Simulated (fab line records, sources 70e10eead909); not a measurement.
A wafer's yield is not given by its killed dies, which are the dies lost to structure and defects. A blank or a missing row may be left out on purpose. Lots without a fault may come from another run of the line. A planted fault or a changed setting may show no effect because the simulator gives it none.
fab line records + flow nand-harc
[record]
- lots = 11
- wafers = 33
- last-day = 33
route steps=1302 shown P_GATE@202 P_CONTACT@229 END@1302
lots that met no fault: from a run of the same line without faults
start-h: hours from the record's first day to the start of the lot's first wafer shown + wait-h: hours from the lot's prior step to this one + " repeats the value in the row above + L1.1+2: several wafers, shown together as one row + - no value, or no start given + * or withheld: withheld + < > ~ a bound
route shown NAME@n: NAME is a module with steps in the file, n the number in the route of the first one + usual: average and standard deviation across the fault-free wafers + same: alike in all rows + chamber/n: place in a boat + sites: the reading at each site + _std_site: standard deviation of those values + _edge_site: mean of outer sites minus mean of inner sites + radius-mm: how far each site lies from the wafer's centre + mask NAME#n: copy n + behind: tool/chamber where the wafer was last shaped + hold: cause of the lot's hold/its duration in hours/its outcome + device: which transistor (n, p or np) failed to switch + end of line: at the end of the route, the tests of the same wafers + a step with no rows: only its recipe + killed: dies lost to structure and defects at the first sort, not the wafer's yield + map: shows each die of a wafer: x if killed, . if not, _ if none is there
set.NAME: the setting that was run; set.NAME@STEP: the one run at that earlier step + model.NAME: the simulator's own value behind a step, which no gauge read
the route's steps for a sample of lots (tables are steps, rows are wafers)
services: a tool's chamber out of use, with start hour (start-h, from the record's first day; less than 0 if before it), hours out, and reason
[[steps]]
[step NHARC_P_GATE_DESCUM_93]
[recipe]
- time-s = 3
- o2-flow-sccm = 200
- ar-flow-sccm = 0
- bias-power-w = 0
- chemistry = O2
[usual]
- chamber-pressure-mTorr = 59.98/0.21
- drypump-motor-current-A = 5.7/0.35
- o2-flow-sccm = 200.0/0.65
- oes-product-au = 0.999/0.0067
- rf-vpp-V = 57.9/0.88
- showerhead-plenum-p-Torr = 1.93/0.1
- throttle-valve-pct = 11.310/0.0083
| lot.wafer | tool        | chamber | start-h | wait-h | chamber-pressure-mTorr | drypump-motor-current-A | o2-flow-sccm | oes-product-au | rf-hours-counter-h | rf-vpp-V | showerhead-plenum-p-Torr | throttle-valve-pct |
|-----------|-------------|---------|---------|--------|------------------------|-------------------------|--------------|----------------|--------------------|----------|--------------------------|--------------------|
| L405.1    | rie-diel-05 | 2       | 119.80  | -      | 59.92                  | 5.6                     | 199.4        | 0.997          | 3.5                | 57.0     | 1.89                     | 11.310             |
| L405.6    | "           | 2       | "       | "      | 59.93                  | 5.6                     | 200.0        | 0.999          | -                  | 56.3     | 1.89                     | 11.316             |
| L405.5    | "           | 0       | "       | "      | 60.02                  | 6.1                     | 200.3        | 0.993          | -                  | 56.9     | 1.85                     | 11.321             |
| L408.1    | rie-diel-12 | 0       | 142.98  | -      | 60.00                  | 5.8                     | 200.3        | 1.005          | 1.9                | 57.6     | 1.79                     | 11.326             |
| L408.6    | "           | 0       | "       | "      | 59.86                  | 5.8                     | 199.0        | 1.012          | -                  | 56.3     | 1.79                     | 11.314             |
| L408.5    | "           | 1       | "       | "      | 59.96                  | 5.5                     | 200.5        | 1.001          | -                  | 59.3     | 2.06                     | 11.316             |
| L409.4    | rie-diel-05 | 2       | 146.72  | -      | 59.95                  | 5.6                     | 200.5        | 0.995          | 5.3                | 57.4     | 1.89                     | 11.327             |
| L409.1    | "           | 3       | "       | "      | 60.01                  | 6.0                     | 200.0        | 0.999          | 4.3                | 57.3     | 1.97                     | 11.304             |
| L409.5    | "           | 2       | "       | "      | 60.01                  | 5.6                     | 200.2        | 0.992          | -                  | 57.6     | 1.89                     | 11.320             |
| L410.1    | rie-diel-12 | 2       | 165.10  | -      | 59.95                  | 5.8                     | 200.2        | 1.000          | 2.6                | 58.3     | 1.92                     | 11.323             |
| L410.3    | "           | 1       | "       | "      | 60.09                  | 5.5                     | 200.0        | 1.010          | 2.1                | 57.9     | 2.06                     | 11.318             |
| L410.6    | "           | 2       | "       | "      | 60.05                  | 5.8                     | 200.0        | 0.997          | -                  | 57.7     | 1.92                     | 11.317             |
| L411.2    | rie-diel-12 | 2       | 171.40  | -      | 59.96                  | 5.7                     | 200.2        | 1.000          | 2.9                | 58.3     | 1.92                     | 11.318             |
| L411.1    | "           | 0       | "       | "      | 60.06                  | 5.8                     | 199.1        | 0.996          | 3.4                | 57.5     | 1.79                     | 11.321             |
| L411.6    | "           | 2       | "       | "      | 59.92                  | 5.7                     | 201.5        | 0.998          | -                  | 57.5     | 1.92                     | 11.309             |
| L416.1    | rie-diel-12 | 2       | 228.22  | -      | 60.06                  | 5.8                     | 199.6        | 0.998          | 6.2                | 57.7     | 1.92                     | 11.298             |
| L416.4    | "           | 0       | "       | "      | 59.92                  | 5.8                     | 199.5        | 0.995          | 5.7                | 58.6     | 1.79                     | 11.315             |
| L416.6    | "           | 1       | "       | "      | 60.10                  | 5.5                     | 199.7        | 0.998          | -                  | 58.1     | 2.06                     | 11.314             |
| L417.1    | rie-diel-01 | 0       | 231.15  | -      | 60.05                  | 4.8                     | 200.0        | 0.990          | 1.3                | 57.3     | 2.00                     | 11.292             |
| L417.4    | "           | 1       | "       | "      | 60.06                  | 5.9                     | 200.5        | 1.007          | 0.9                | 58.1     | 2.04                     | 11.311             |
| L417.5    | "           | 2       | "       | "      | 59.93                  | 5.3                     | 200.4        | 1.001          | -                  | 58.7     | 2.04                     | 11.302             |
| L418.2    | rie-diel-05 | 0       | 254.96  | -      | 59.99                  | 6.1                     | 200.1        | 1.003          | 0.2                | 56.6     | 1.84                     | 11.307             |
| L418.4    | "           | 2       | "       | "      | 59.99                  | 5.6                     | 200.7        | 0.993          | 0.3                | 57.0     | 1.88                     | 11.315             |
| L418.5    | "           | 0       | "       | "      | 59.97                  | 6.1                     | 199.9        | 0.994          | -                  | 57.4     | 1.84                     | 11.314             |
| L426.1    | rie-diel-12 | 2       | 321.10  | -      | 60.02                  | 5.8                     | 200.0        | 0.997          | 4.1                | 56.4     | 1.92                     | 11.318             |
| L426.4    | "           | 0       | "       | "      | 60.03                  | 5.8                     | 200.4        | 0.994          | 2.0                | 56.5     | 1.79                     | 11.300             |
| L426.3    | "           | 1       | "       | "      | 59.95                  | 5.5                     | 200.8        | 0.987          | 4.6                | 58.9     | 2.06                     | 11.317             |
| L427.4    | rie-diel-12 | 2       | 331.66  | -      | 59.99                  | 5.8                     | 199.9        | 0.999          | 4.3                | 58.2     | 1.92                     | 11.307             |
| L427.5    | "           | 3       | "       | "      | 60.05                  | 5.7                     | 199.6        | 0.994          | -                  | 58.1     | 1.80                     | 11.312             |
| L427.6    | "           | 0       | "       | "      | 59.98                  | 5.8                     | 200.3        | 0.999          | -                  | 58.0     | 1.79                     | 11.316             |
| L428.4    | rie-diel-12 | 3       | 343.02  | -      | 60.03                  | 5.7                     | 199.2        | 0.990          | 5.2                | 56.8     | 1.80                     | 11.304             |
| L428.1    | "           | 1       | "       | "      | 59.94                  | 5.5                     | 199.4        | 0.993          | 5.2                | 58.0     | 2.06                     | 11.302             |
| L428.6    | "           | 3       | "       | "      | 59.97                  | 5.6                     | 199.3        | 0.995          | -                  | 58.0     | 1.80                     | 11.311             |
[step NHARC_P_GATE_RTA_80]
[recipe]
- temp-c = 300
- time-s = 30
[usual]
- lamp-power-pct = 2.29/0.06
- wafer_temp_C_max = 301.3/0.55
| lot.wafer | tool          | chamber | start-h | wait-h | lamp-power-pct | wafer_temp_C_max |
|-----------|---------------|---------|---------|--------|----------------|------------------|
| L405.1    | rtp-anneal-02 | 0       | 122.19  | -      | 2.35           | 301.4            |
| L405.5    | "             | 0       | "       | "      | 2.35           | 302.5            |
| L405.6    | "             | 0       | "       | "      | 2.35           | 301.8            |
| L408.1    | rtp-anneal-01 | 0       | 145.45  | -      | 2.23           | 300.6            |
| L408.5    | "             | 0       | "       | "      | 2.23           | 300.4            |
| L408.6    | "             | 0       | "       | "      | 2.23           | 300.4            |
| L409.1    | rtp-anneal-01 | 0       | 149.01  | -      | 2.23           | 301.0            |
| L409.4    | "             | 0       | "       | "      | 2.24           | 300.5            |
| L409.5    | "             | 0       | "       | "      | 2.23           | 300.9            |
| L410.1    | rtp-anneal-01 | 0       | 167.38  | -      | 2.23           | 300.9            |
| L410.3    | "             | 0       | "       | "      | 2.23           | 300.7            |
| L410.6    | "             | 0       | "       | "      | 2.23           | 301.1            |
| L411.1    | rtp-anneal-01 | 0       | 173.67  | -      | 2.24           | 301.2            |
| L411.2    | "             | 0       | "       | "      | 2.24           | 301.3            |
| L411.6    | "             | 0       | "       | "      | 2.24           | 300.7            |
| L416.1    | rtp-anneal-02 | 0       | 230.47  | -      | 2.36           | 301.8            |
| L416.4    | "             | 0       | "       | "      | 2.36           | 301.6            |
| L416.6    | "             | 0       | "       | "      | 2.36           | 302.0            |
| L417.1    | rtp-anneal-02 | 0       | 233.52  | -      | 2.35           | 301.2            |
| L417.4    | "             | 0       | "       | "      | 2.35           | 301.4            |
| L417.5    | "             | 0       | "       | "      | 2.36           | 301.6            |
| L418.2    | rtp-anneal-01 | 0       | 257.26  | -      | 2.23           | 300.5            |
| L418.4    | "             | 0       | "       | "      | 2.23           | 300.8            |
| L418.5    | "             | 0       | "       | "      | 2.23           | 301.0            |
| L426.1    | rtp-anneal-01 | 0       | 323.34  | -      | 2.23           | 300.5            |
| L426.3    | "             | 0       | "       | "      | 2.23           | 301.0            |
| L426.4    | "             | 0       | "       | "      | 2.23           | 300.9            |
| L427.4    | rtp-anneal-02 | 0       | 333.95  | -      | 2.35           | 301.4            |
| L427.5    | "             | 0       | "       | "      | 2.35           | 302.2            |
| L427.6    | "             | 0       | "       | "      | 2.35           | 301.4            |
| L428.1    | rtp-anneal-01 | 0       | 345.27  | -      | 2.24           | 301.3            |
| L428.4    | "             | 0       | "       | "      | 2.24           | 300.9            |
| L428.6    | "             | 0       | "       | "      | 2.24           | 300.9            |
[step NHARC_P_CONTACT_EXPOSE_09]
[recipe]
- na = 1.35
- target-cd-nm = 90
- dose-mj = 81.26
- mask-id = P_CA
[same]
- na = 1.35
| lot.wafer  | tool            | chamber | start-h | wait-h | mask      |
|------------|-----------------|---------|---------|--------|-----------|
| L405.1+5+6 | arfi-scanner-02 | 0       | 124.40  | -      | P_CA#0    |
| L408.1+5+6 | arfi-scanner-02 | 0       | 147.57  | -      | P_CA#0    |
| L409.1+4+5 | arfi-scanner-03 | 0       | 151.13  | -      | P_CA#0    |
| L410.1+3+6 | arfi-scanner-02 | 0       | 169.76  | -      | P_CA#0    |
| L411.1+2+6 | arfi-scanner-02 | 0       | 175.66  | -      | P_CA#0    |
| L416.1+4+6 | arfi-scanner-03 | 0       | 232.54  | -      | P_CA#0    |
| L417.1+4+5 | arfi-scanner-03 | 0       | 235.53  | -      | P_CA_R1#0 |
| L418.2+4+5 | arfi-scanner-03 | 0       | 259.32  | -      | P_CA#0    |
| L426.1+3+4 | arfi-scanner-03 | 0       | 325.47  | -      | P_CA#0    |
| L427.4+5+6 | arfi-scanner-03 | 0       | 335.88  | -      | P_CA#0    |
| L428.1+4+6 | arfi-scanner-03 | 0       | 347.27  | -      | P_CA#0    |
[step NHARC_P_CONTACT_CD_MEAS_12]
[recipe]
- target-cd-nm = 90
- landing-energy-ev = 500
[usual]
- cd-nm = 89.6/0.55
| lot.wafer | tool      | chamber | start-h | wait-h | cd-nm |
|-----------|-----------|---------|---------|--------|-------|
| L405.1    | cd-sem-02 | 0       | 124.54  | -      | 90.0  |
| L405.5    | "         | 0       | "       | "      | 89.9  |
| L405.6    | "         | 0       | "       | "      | 89.8  |
| L408.1    | cd-sem-01 | 0       | 147.71  | -      | 89.9  |
| L408.5    | "         | 0       | "       | "      | 89.8  |
| L408.6    | "         | 0       | "       | "      | 89.8  |
| L409.1    | cd-sem-02 | 0       | 151.27  | -      | 89.7  |
| L409.4    | "         | 0       | "       | "      | 89.3  |
| L409.5    | "         | 0       | "       | "      | 89.3  |
| L410.1    | cd-sem-01 | 0       | 169.90  | -      | 89.5  |
| L410.3    | "         | 0       | "       | "      | 89.7  |
| L410.6    | "         | 0       | "       | "      | 90.1  |
| L411.1    | cd-sem-02 | 0       | 175.81  | -      | 89.4  |
| L411.2    | "         | 0       | "       | "      | 89.7  |
| L411.6    | "         | 0       | "       | "      | 89.7  |
| L416.1    | cd-sem-01 | 0       | 232.68  | -      | 89.3  |
| L416.4    | "         | 0       | "       | "      | 89.3  |
| L416.6    | "         | 0       | "       | "      | 89.4  |
| L417.1    | cd-sem-02 | 0       | 235.67  | -      | 95.7  |
| L417.4    | "         | 0       | "       | "      | 96.0  |
| L417.5    | "         | 0       | "       | "      | 97.2  |
| L418.2    | cd-sem-02 | 0       | 259.45  | -      | 90.0  |
| L418.4    | "         | 0       | "       | "      | 89.7  |
| L418.5    | "         | 0       | "       | "      | 90.0  |
| L426.1    | cd-sem-01 | 0       | 325.61  | -      | 89.7  |
| L426.3    | "         | 0       | "       | "      | 89.9  |
| L426.4    | "         | 0       | "       | "      | 90.8  |
| L427.4    | cd-sem-02 | 0       | 336.01  | -      | 89.1  |
| L427.5    | "         | 0       | "       | "      | 89.1  |
| L427.6    | "         | 0       | "       | "      | 89.8  |
| L428.1    | cd-sem-02 | 0       | 347.41  | -      | 90.4  |
| L428.4    | "         | 0       | "       | "      | 89.7  |
| L428.6    | "         | 0       | "       | "      | 90.6  |
[step NHARC_P_CONTACT_ETCH_31]
[recipe]
- target-depth-a = 300
- time-s = 85.7
- ion-energy-ev = 120
- over-etch-frac = 1
- ch3f-flow-sccm = 50
- o2-flow-sccm = 30
- ar-flow-sccm = 200
- rf-w = 500
- bias-w = 100
- chemistry = CH3F/O2
[usual]
- chamber-pressure-mTorr = 25.004/0.024
- drypump-motor-current-A = 5.7/0.45
- o2-flow-sccm = 30.00/0.096
- oes-product-au = 0.977/0.01
- rf-vpp-V = 245.3/1.2
- showerhead-plenum-p-Torr = 2.52/0.078
- throttle-valve-pct = 20.663/0.009
[same]
- over-etch-frac = 1
| lot.wafer | tool        | chamber | start-h | wait-h | chamber-pressure-mTorr | drypump-motor-current-A | o2-flow-sccm | oes-product-au | rf-hours-counter-h | rf-vpp-V | showerhead-plenum-p-Torr | throttle-valve-pct |
|-----------|-------------|---------|---------|--------|------------------------|-------------------------|--------------|----------------|--------------------|----------|--------------------------|--------------------|
| L405.1    | rie-diel-03 | 0       | -       | -      | 25.016                 | 5.5                     | 30.00        | 0.982          | 0.6                | 246.7    | 2.63                     | 20.674             |
| L405.6    | "           | 3       | "       | "      | 24.967                 | 5.8                     | 29.90        | 0.986          | -                  | 245.2    | 2.53                     | 20.654             |
| L405.5    | "           | 0       | "       | "      | 25.000                 | 5.5                     | 29.99        | 0.977          | -                  | 246.9    | 2.63                     | 20.656             |
| L408.1    | rie-diel-08 | 0       | -       | -      | 25.021                 | 5.2                     | 29.99        | 0.973          | 7.8                | 246.2    | 2.51                     | 20.643             |
| L408.5    | "           | 2       | "       | "      | 24.993                 | 6.1                     | 30.15        | 0.964          | -                  | 246.2    | 2.54                     | 20.675             |
| L408.6    | "           | 0       | "       | "      | 24.971                 | 5.2                     | 29.88        | 0.971          | -                  | 245.3    | 2.51                     | 20.662             |
| L409.4    | rie-diel-03 | 2       | -       | -      | 25.002                 | 5.7                     | 30.02        | 0.979          | 1.1                | 246.6    | 2.59                     | 20.671             |
| L409.1    | "           | 0       | "       | "      | 24.971                 | 5.5                     | 30.01        | 0.961          | 1.4                | 246.8    | 2.63                     | 20.666             |
| L409.5    | "           | 3       | "       | "      | 24.974                 | 5.8                     | 30.01        | 0.985          | -                  | 245.1    | 2.53                     | 20.671             |
| L410.1    | rie-diel-03 | 3       | -       | -      | 24.997                 | 5.8                     | 29.92        | 0.986          | 2.1                | 246.5    | 2.53                     | 20.659             |
| L410.3    | "           | 0       | "       | "      | 24.981                 | 5.5                     | 29.91        | 1.005          | 2.1                | 246.7    | 2.63                     | 20.656             |
| L410.6    | "           | 2       | "       | "      | 25.029                 | 5.7                     | 30.14        | 0.971          | -                  | 245.2    | 2.59                     | 20.664             |
| L411.1    | rie-diel-07 | 0       | -       | -      | 25.035                 | 4.8                     | 30.02        | 0.955          | 1.3                | 245.9    | 2.59                     | 20.657             |
| L411.2    | "           | 1       | "       | "      | 25.018                 | 6.2                     | 30.02        | 0.960          | 1.4                | 246.2    | 2.63                     | 20.668             |
| L411.6    | "           | 1       | "       | "      | 24.995                 | 6.2                     | 30.10        | 0.965          | -                  | 246.7    | 2.63                     | 20.676             |
| L416.4    | rie-diel-07 | 3       | -       | -      | 25.005                 | 5.8                     | 30.07        | 0.986          | 2.8                | 243.9    | 2.42                     | 20.663             |
| L416.1    | "           | 2       | "       | "      | 24.991                 | 5.8                     | 30.14        | 0.984          | 2.7                | 244.9    | 2.40                     | 20.667             |
| L416.6    | "           | 0       | "       | "      | 24.994                 | 4.8                     | 29.85        | 0.979          | -                  | 246.3    | 2.59                     | 20.652             |
| L417.1    | rie-diel-07 | 2       | -       | -      | 25.031                 | 5.8                     | 30.09        | 0.982          | 3.1                | 244.6    | 2.40                     | 20.658             |
| L417.4    | "           | 0       | "       | "      | 24.985                 | 4.8                     | 29.93        | 0.984          | 3.2                | 247.0    | 2.59                     | 20.656             |
| L417.5    | "           | 3       | "       | "      | 25.030                 | 5.8                     | 29.96        | 0.998          | -                  | 244.6    | 2.42                     | 20.661             |
| L418.2    | rie-diel-03 | 0       | -       | -      | 25.001                 | 5.5                     | 30.05        | 0.953          | 4.7                | 246.1    | 2.63                     | 20.660             |
| L418.4    | "           | 3       | "       | "      | 24.979                 | 5.8                     | 30.01        | 0.952          | 4.5                | 246.3    | 2.53                     | 20.674             |
| L418.5    | "           | 1       | "       | "      | 25.006                 | 6.2                     | 30.01        | 0.956          | -                  | 245.2    | 2.48                     | 20.641             |
| L426.4    | rie-diel-03 | 3       | -       | -      | 25.036                 | 5.8                     | 30.07        | 0.980          | 0.6                | 245.6    | 2.53                     | 20.656             |
| L426.3    | "           | 0       | "       | "      | 24.994                 | 5.5                     | 30.00        | 0.974          | 1.1                | 246.6    | 2.63                     | 20.659             |
| L426.1    | "           | 1       | "       | "      | 25.012                 | 6.2                     | 29.89        | 0.973          | 1.1                | 243.4    | 2.48                     | 20.664             |
| L427.4    | rie-diel-08 | 0       | -       | -      | 25.003                 | 5.2                     | 29.86        | 0.984          | 6.6                | 244.3    | 2.51                     | 20.666             |
| L427.5    | "           | 2       | "       | "      | 25.015                 | 6.1                     | 30.13        | 0.977          | -                  | 245.4    | 2.54                     | 20.673             |
| L427.6    | "           | 3       | "       | "      | 24.987                 | 5.3                     | 30.12        | 0.985          | -                  | 246.3    | 2.45                     | 20.663             |
| L428.1    | rie-diel-08 | 2       | -       | -      | 24.985                 | 6.1                     | 29.95        | 0.987          | 6.8                | 244.9    | 2.54                     | 20.665             |
| L428.4    | "           | 3       | "       | "      | 24.991                 | 5.3                     | 30.19        | 0.980          | 6.6                | 245.6    | 2.45                     | 20.673             |
| L428.6    | "           | 1       | "       | "      | 25.008                 | 6.4                     | 30.09        | 0.963          | -                  | 243.0    | 2.41                     | 20.664             |
[step NHARC_P_CONTACT_CD_MEAS_19]
[usual]
- cd-nm = 89.0/1.1
| lot.wafer | tool      | chamber | start-h | wait-h | cd-nm |
|-----------|-----------|---------|---------|--------|-------|
| L405.1    | cd-sem-01 | -       | 125.60  | -      | 89.8  |
| L405.5    | "         | -       | "       | "      | 89.5  |
| L405.6    | "         | -       | "       | "      | 89.1  |
| L408.1    | cd-sem-02 | -       | 148.91  | -      | 90.2  |
| L408.5    | "         | -       | "       | "      | 90.0  |
| L408.6    | "         | -       | "       | "      | 87.8  |
| L409.1    | cd-sem-03 | -       | 152.33  | -      | 88.1  |
| L409.4    | "         | -       | "       | "      | 88.2  |
| L409.5    | "         | -       | "       | "      | 87.9  |
| L410.1    | cd-sem-03 | -       | 170.96  | -      | 89.5  |
| L410.3    | "         | -       | "       | "      | 88.1  |
| L410.6    | "         | -       | "       | "      | 90.4  |
| L411.1    | cd-sem-01 | -       | 176.86  | -      | 88.0  |
| L411.2    | "         | -       | "       | "      | 90.6  |
| L411.6    | "         | -       | "       | "      | 89.1  |
| L416.1    | cd-sem-03 | -       | 233.75  | -      | 89.9  |
| L416.4    | "         | -       | "       | "      | 87.7  |
| L416.6    | "         | -       | "       | "      | 89.7  |
| L417.1    | cd-sem-01 | -       | 236.72  | -      | 96.6  |
| L417.4    | "         | -       | "       | "      | 96.0  |
| L417.5    | "         | -       | "       | "      | 97.4  |
| L418.2    | cd-sem-02 | -       | 260.99  | -      | 88.1  |
| L418.4    | "         | -       | "       | "      | 88.6  |
| L418.5    | "         | -       | "       | "      | 87.5  |
| L426.1    | cd-sem-01 | -       | 326.66  | -      | 89.1  |
| L426.3    | "         | -       | "       | "      | 90.3  |
| L426.4    | "         | -       | "       | "      | 90.1  |
| L427.4    | cd-sem-01 | -       | 337.07  | -      | 88.3  |
| L427.5    | "         | -       | "       | "      | 89.6  |
| L427.6    | "         | -       | "       | "      | 88.5  |
| L428.1    | cd-sem-01 | -       | 348.47  | -      | 89.3  |
| L428.4    | "         | -       | "       | "      | 88.9  |
| L428.6    | "         | -       | "       | "      | 88.4  |
[step NHARC_END_SORT_01]
[recipe]
- temp-c = 25
[usual]
- killed-at-array = 54/16
- killed-at-other = 0.6/0.86
- killed-at-periphery = 3.8/2.6
- killed-dies = 58/16
- killed-open = 3.3/1.8
- killed-short = 2.7/1.7
[same]
- gross-dies = 677
| lot.wafer | tool      | chamber | start-h | wait-h | killed-at-array | killed-at-other | killed-at-periphery | killed-dies | killed-open | killed-short |
|-----------|-----------|---------|---------|--------|-----------------|-----------------|---------------------|-------------|-------------|--------------|
| L417.1    | prober-01 | 0       | 675.58  | 2.5    | 42              | 0               | 2                   | 44          | 1           | 2            |
// killed by level:class
L417.1 A_SLIT:chamber-film-flake=24 A_STAIRCASE:chamber-film-flake=3 A_CONTACT:chamber-film-flake=3 A_CHANNEL_FILL_D1:chamber-film-flake=2 A_CHANNEL_HOLE_D2:chamber-film-flake=2 A_SGD_CUT:chamber-film-flake=2 A_CHANNEL_FILL_D1:geometric-particle:open=1 A_CHANNEL_FILL_D1:geometric-particle:short=1
[[services]]
| tool            | chamber | start-h | hours | kind   |
|-----------------|---------|---------|-------|--------|
| arfi-scanner-03 | -       | 102.78  | 3.1   | repair |
| rie-diel-03     | -       | 104.30  | 9.0   | pm     |
| rie-diel-07     | 0       | 108.86  | 3.9   | repair |
| rie-diel-05     | 3       | 109.15  | 12.5  | repair |
| rie-diel-07     | -       | 117.20  | 9.0   | pm     |
| arfi-scanner-02 | -       | 140.00  | 4.0   | pm     |
| rie-diel-08     | 3       | 147.08  | 9.3   | repair |
| rie-diel-12     | 3       | 161.48  | 14.6  | repair |
| rie-diel-08     | 0       | 180.13  | 13.4  | repair |
| rie-diel-08     | -       | 190.80  | 9.0   | pm     |
| arfi-scanner-03 | -       | 196.00  | 4.0   | pm     |
| rie-diel-08     | 2       | 219.48  | 1.5   | repair |
| rie-diel-05     | -       | 229.60  | 9.0   | pm     |
| rie-diel-07     | -       | 234.53  | 0.9   | repair |
| rie-diel-07     | -       | 236.77  | 1.2   | repair |
| rie-diel-12     | 0       | 240.26  | 1.3   | repair |
| rie-diel-12     | 2       | 246.86  | 3.9   | repair |
| rie-diel-12     | -       | 268.40  | 9.0   | pm     |
| rie-diel-03     | -       | 281.30  | 9.0   | pm     |
| rie-diel-12     | 0       | 285.37  | 20.3  | repair |
| rie-diel-03     | 3       | 310.63  | 6.9   | repair |
| arfi-scanner-02 | -       | 312.00  | 4.0   | pm     |
| rie-diel-12     | -       | 327.05  | 0.3   | repair |
| rie-diel-12     | -       | 335.17  | 0.2   | repair |
[[key]]
[first-sign]
- step = NHARC_P_CONTACT_EXPOSE_09
- reading = mask
- direction = changed
[effect]
- step = NHARC_P_CONTACT_CD_MEAS_12
- reading = cd-nm
- direction = up
- sigmas = 12
- usual = 89.6
- struck = 96.3
[effect]
- step = NHARC_P_CONTACT_CD_MEAS_19
- reading = cd-nm
- direction = up
- sigmas = 7.2
- usual = 89.0
- struck = 96.7
met-at NHARC_P_CONTACT_EXPOSE_09
struck-lots L417
tester-left-out L417
not-acting-at NHARC_P_GATE_DESCUM_93,NHARC_P_GATE_RTA_80,NHARC_P_CONTACT_ETCH_31
onset-between 232.54 235.53
[fault]
- kind = wrong-mask
- tool = any
- chamber = -
- onset-h = 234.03
- steps = NHARC_P_CONTACT_EXPOSE_09
- aux-copy = P_CA_R1#0
- cd-offset-nm = 7.2565
- scope = struck-lots-only
// tester-left-out: of these lots the tester's yield and bins aren't shown, on N5 and GAA mostly nor the transistor test; their killed dies are dies lost to structure and defects alone, not to doping, threshold or leakage, so they don't give the yield
